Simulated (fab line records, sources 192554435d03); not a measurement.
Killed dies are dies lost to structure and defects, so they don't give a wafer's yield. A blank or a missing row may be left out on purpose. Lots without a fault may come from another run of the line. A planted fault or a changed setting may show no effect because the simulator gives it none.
Chamber matching | flow n5_finfet | N5_BEOL_M2_ETCH_77 on rie_diel-06: 4 sister chambers
The step etches underlayer in N2/H2, target depth 6.5 nm, time 5.2 s. 14 wafers are shown with their chamber, then 7 later ones without.

WAFERS WITH THEIR CHAMBER
wafer  | chamber | showerhead_plenum_p_Torr (Torr) | oes_product_au (a.u.) | throttle_valve_pct (%)
L074.1 | 2       | 2.50                            | 0.59                  | 18.05
L074.2 | 1       | 2.52                            | 0.60                  | 17.92
L074.3 | 0       | 2.66                            | 0.66                  | 17.96
L080.2 | 2       | 2.50                            | 0.82                  | 17.61
L080.5 | 3       | 2.64                            | 0.64                  | 17.84
L080.6 | 0       | 2.65                            | 0.64                  | 17.95
L082.2 | 2       | 2.50                            | 0.81                  | 17.63
L082.5 | 0       | 2.65                            | 0.65                  | 17.97
L082.6 | 3       | 2.64                            | 0.64                  | 17.84
L083.1 | 2       | 2.50                            | 0.80                  | 17.60
L083.3 | 0       | 2.65                            | 0.64                  | 17.95
L083.5 | 2       | 2.50                            | 0.80                  | 17.59
L087.3 | 1       | 2.50                            | 0.58                  | 17.97
L087.5 | 2       | 2.50                            | 0.78                  | 17.64

SIGNATURES (means of the wafers above)
reading                  | chamber 0 | chamber 1 | chamber 2 | chamber 3 | scatter within a chamber
showerhead_plenum_p_Torr | 2.6525    | 2.5100    | 2.5000    | 2.6400    | 0.00524
oes_product_au           | 0.6475    | 0.5900    | 0.7667    | 0.6400    | 0.0623
throttle_valve_pct       | 17.9575   | 17.9450   | 17.6867   | 17.8400   | 0.127
Rule: a wafer's distance from a chamber is the root of the sum, over the readings, of the square of ((its reading less the chamber's mean) divided by the reading's scatter). The wafer belongs to the nearest chamber; if the next one is less than 2 further off, it can't be placed. The scatter: the root of (the sum of the squares of (reading less its chamber's mean) over the shown wafers, divided by (wafers less chambers)).

WAFERS WITHOUT THEIR CHAMBER
wafer  | showerhead_plenum_p_Torr (Torr) | oes_product_au (a.u.) | throttle_valve_pct (%)
L087.6 | 2.63                            | 0.63                  | 17.85
L088.1 | 2.49                            | 0.78                  | 17.65
L088.3 | 2.63                            | 0.62                  | 17.87
L088.4 | 2.65                            | 0.62                  | 17.99
L096.2 | 2.64                            | 0.62                  | 18.01
L096.4 | 2.63                            | 0.61                  | 17.89
L096.6 | 2.49                            | 0.75                  | 17.68

WHICH CHAMBER EACH WENT THROUGH
wafer  | from the rows above     | in truth
L087.6 | 3                       | 3
L088.1 | 2                       | 2
L088.3 | 3                       | 3
L088.4 | can't be placed: 0 or 3 | 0
L096.2 | can't be placed: 3 or 0 | 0
L096.4 | 3                       | 3
L096.6 | 2                       | 2
Placed correctly: 5 of 7. Can't be placed from these rows: 2 (the true chamber is among the candidates in 2). Placed wrongly: 0.
